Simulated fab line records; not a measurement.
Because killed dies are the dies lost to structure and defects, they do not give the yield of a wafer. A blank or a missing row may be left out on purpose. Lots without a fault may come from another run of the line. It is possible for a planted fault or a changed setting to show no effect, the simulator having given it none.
Which tool did it?	flow n5_finfet	24 wafers from 8 lots sampled at 7 of the route's 1938 steps

## WHAT EACH GAUGE READ, for each wafer
N5_BEOL_M0_SAQP_CD_MEAS_40: the cd target is 30 nm.
lot	measured	on	cd_nm (nm)
L657	day 5 17:48	cd_sem-02	29.88 29.60 30.10
L661	day 6 15:18	cd_sem-03	29.74 30.22 29.77
L663	day 7 08:37	cd_sem-03	29.91 29.62 29.87
L664	day 7 12:28	cd_sem-02	29.84 30.17 29.23
L665	day 7 15:36	cd_sem-03	30.13 29.96 29.91
L669	day 8 18:38	cd_sem-03	29.97 29.97 29.42
L676	day 10 09:44	cd_sem-03	29.63 30.16 29.76
L677	day 10 13:41	cd_sem-01	29.66 29.67 29.92

N5_BEOL_M0_SAQP_INSPECT_42: inspects for defects (brightfield).
lot	measured	on	raw_defect_count
L657	day 5 17:53	defect_inspect-02	246 158 256
L661	day 6 15:23	defect_inspect-01	323 420 232
L663	day 7 08:43	defect_inspect-01	176 143 211
L664	day 7 12:33	defect_inspect-01	1587 1576 1471
L665	day 7 15:41	defect_inspect-02	1372 1507 1488
L669	day 8 18:43	defect_inspect-01	272 299 181
L676	day 10 09:50	defect_inspect-01	231 332 265
L677	day 10 13:47	defect_inspect-01	307 222 350

N5_BEOL_M0_CUTY_INSPECT_59: inspects for defects (macro).
lot	measured	on	raw_defect_count
L657	day 5 19:09	defect_inspect-02	2 3 3
L661	day 6 16:52	defect_inspect-01	2 1 1
L663	day 7 10:06	defect_inspect-02	4 3 4
L664	day 7 13:56	defect_inspect-02	>300 >300 >300
L665	day 7 17:56	defect_inspect-01	>300 >300 >300
L669	day 8 21:31	defect_inspect-02	2 1 1
L676	day 10 11:14	defect_inspect-02	3 2 4
L677	day 10 15:20	defect_inspect-01	4 1 1

N5_BEOL_M4_RC_MEAS_101.
lot	measured	on	DIBL_N (mV/V)	DIBL_P (mV/V)	IOFF_N (nA/um)	IOFF_P (nA/um)	ION_N (uA/um)	ION_P (uA/um)	SS_N (mV/dec)	SS_P (mV/dec)	VT_N (mV)	VT_P (mV)
L657	day 8 19:02	prober-02	34.6 36.4 34.8	35.1 37.0 34.2	0.14 0.17 0.13	0.22 0.24 0.21	676 682 662	472 474 464	71.2 70.5 71.4	73.5 73.3 72.3	251 246 252	-245.7 -246.0 -249.5
L661	day 9 15:04	prober-02	38.6 36.0 37.0	37.6 36.0 36.9	0.19 0.16 0.17	0.25 0.23 0.23	681 691 694	468 473 472	71.4 71.2 70.9	74.4 73.8 73.6	248 247 248	-248.4 -246.6 -249.9
L663	day 10 13:41	prober-01	35.2 39.7 40.4	34.4 39.6 41.0	0.14 0.22 0.24	0.19 0.26 0.30	678 673 703	469 460 474	71.7 72.0 71.7	72.3 74.2 74.4	249 247 242	-249.9 -245.4 -245.9
L664	day 10 01:01	prober-02	35.5 34.6 39.3	37.0 35.8 42.0	0.17 0.15 0.28	0.27 0.24 0.38	689 687 708	478 480 488	71.1 71.0 72.2	73.5 72.2 73.6	246 249 238	-243.1 -246.4 -240.6
L665	day 10 10:07	prober-02	36.3 34.8 38.2	36.3 34.0 39.1	0.14 0.12 0.18	0.18 0.15 0.22	665 664 693	455 455 465	71.3 71.0 70.9	73.1 72.9 74.1	252 256 249	-255.5 -258.4 -252.0
L669	day 11 09:18	prober-01	37.9 34.4 35.5	38.5 33.2 34.8	0.17 0.11 0.13	0.26 0.18 0.20	681 655 670	468 456 465	71.8 70.1 70.9	73.0 71.7 72.9	249 257 253	-246.4 -253.3 -249.0
L676	day 12 20:28	prober-01	38.0 38.1 37.2	37.9 39.2 37.7	0.18 0.18 0.17	0.22 0.24 0.21	666 680 685	456 475 466	71.7 72.4 71.8	74.5 73.8 73.5	249 248 246	-250.5 -251.5 -250.0
L677	day 13 12:35	prober-02	33.1 34.5 35.5	33.0 34.4 35.7	0.12 0.14 0.16	0.19 0.21 0.23	661 685 669	466 470 469	70.7 70.8 70.9	71.9 73.4 72.7	255 251 248	-247.7 -247.6 -248.0

## EACH LOT AND THE TOOL THAT RAN IT (in order: tool; ch and the chambers of the sampled wafers; start)
lot	N5_BEOL_M0_SAQP_ETCH_102	N5_BEOL_M0_SAQP_RECESS_109	N5_BEOL_M0_SAQP_ETCH_73
L657	rie_si-04 ch 1,2,3, day 5 15:45	vapor_etch-02 ch 0,1, day 5 16:29	rie_diel-04 ch 0,1,2, day 5 17:58
L661	rie_si-04 ch 1,2, day 6 13:23	vapor_etch-01 ch 0,1, day 6 14:06	rie_diel-04 ch 0,3, day 6 15:28
L663	rie_si-04 ch 0,1,3, day 7 05:58	vapor_etch-01 ch 0,1, day 7 07:02	rie_diel-04 ch 0,1,3, day 7 08:47
L664	rie_si-04 ch 0,1, day 7 10:14	vapor_etch-02 ch 0,1, day 7 11:01	rie_diel-06 ch 0,1,2, day 7 12:38
L665	rie_si-04 ch 0,1, day 7 13:29	vapor_etch-01 ch 0,1, day 7 14:14	rie_diel-04 ch 0,1, day 7 15:47
L669	rie_si-05 ch 1,3, day 8 16:40	vapor_etch-01 ch 0,1, day 8 17:26	rie_diel-03 ch 0,1, day 8 18:48
L676	rie_si-02 ch 1,3, day 10 07:41	vapor_etch-02 ch 1, day 10 08:26	rie_diel-06 ch 1,3, day 10 09:55
L677	rie_si-05 ch 0,2, day 10 11:45	vapor_etch-02 ch 0,1, day 10 12:29	rie_diel-03 ch 1,2, day 10 14:00
- N5_BEOL_M0_SAQP_ETCH_102: etches SiO2 in CF4, target depth 4 nm, time 4.4 s.
- N5_BEOL_M0_SAQP_RECESS_109: chemistry HF/NH3, target SiO2, target depth 3 nm, afs cycles 1, sublimation time 60 s.
- N5_BEOL_M0_SAQP_ETCH_73: etches SiARC in CF4, target depth 19.5 nm, time 32.5 s.

## AS READ BY THE TOOLS THEMSELVES (means over the sampled wafers that have a number; for cases with no such wafer, the mark the record gives instead)
N5_BEOL_M0_SAQP_ETCH_102.
lot	tool	drypump_motor_current_A (A)	oes_product_au (a.u.)	throttle_valve_pct (%)
L657	rie_si-04	5.6	0.995	21.89
L661	rie_si-04	5.4	0.980	21.92
L663	rie_si-04	5.5	1.007	21.64
L664	rie_si-04	5.1	0.992	21.66
L665	rie_si-04	5.3	0.989	21.65
L669	rie_si-05	5.9	1.016	21.98
L676	rie_si-02	5.9	0.983	21.93
L677	rie_si-05	5.9	0.996	21.92

N5_BEOL_M0_SAQP_RECESS_109.
lot	tool	drypump_motor_current_A (A)	temp_c (C)
L657	vapor_etch-02	6.1	30.02
L661	vapor_etch-01	5.4	29.96
L663	vapor_etch-01	5.4	30.12
L664	vapor_etch-02	6.1	29.98
L665	vapor_etch-01	5.3	30.09
L669	vapor_etch-01	5.4	29.89
L676	vapor_etch-02	6.0	29.93
L677	vapor_etch-02	6.1	29.95

N5_BEOL_M0_SAQP_ETCH_73.
lot	tool	drypump_motor_current_A (A)	etch_rf_on_time_s (s)	oes_product_au (a.u.)	rf_vpp_V (V)	showerhead_plenum_p_Torr (Torr)	throttle_valve_pct (%)
L657	rie_diel-04	6.3	33.1	0.67	184.8	2.20	15.53
L661	rie_diel-04	5.8	33.6	0.71	183.9	2.19	15.40
L663	rie_diel-04	5.9	33.3	0.67	184.3	2.21	15.56
L664	rie_diel-06	5.4	32.5	0.66	184.1	2.12	15.73
L665	rie_diel-04	6.2	33.7	0.70	184.0	2.19	15.31
L669	rie_diel-03	6.0	33.2	0.59	185.0	2.20	15.92
L676	rie_diel-06	5.7	34.0	0.60	183.5	2.07	15.85
L677	rie_diel-03	5.7	33.4	0.62	184.0	2.17	15.72

## THE ANSWER, worked out from the rows above alone
Rule: the lots themselves supply what counts as usual. The widest of any qualifying gaps counts: lots, ordered by their means at a reading, are off when they make up no more than a third of the lots, leave a main group of 4 or more, and stand apart from it by 3 or more times the standard deviation of that group's means. If all means in a main group match to the digits the tables above print for the reading, that group is not used. Also off: a lot with no number at a reading for which 4 or more lots have one. Any other lot the step has rows for is counted as sound. First the gauges in route order, then the tools' own readings, where a lot's mean is used as printed above. The first step at which some lot is off is used, and at that step the reading that is off furthest; a lot without a number counts as furthest.
Off: L664, L665, at N5_BEOL_M0_SAQP_INSPECT_42 (raw_defect_count). Main group: mean 257, sd 49.
A tool fits if, at a process step before that reading, it ran every lot that is off, and no sound lot after the first of them. Those tools and the gauges at N5_BEOL_M0_SAQP_INSPECT_42 are tried in the same way. One fits: N5_BEOL_M0_SAQP_ETCH_102 on rie_si-04. A fault onset in the window from L663 (day 7 05:58, its last sound lot) to L664 (day 7 10:14, its first lot off) fits.

## WHAT THE SIMULATOR PUT IN
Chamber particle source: rie_si-04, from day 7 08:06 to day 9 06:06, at N5_BEOL_M0_SAQP_ETCH_102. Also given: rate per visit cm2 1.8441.
Shown lots that were struck: L664, L665. This agrees with what the rule above found.
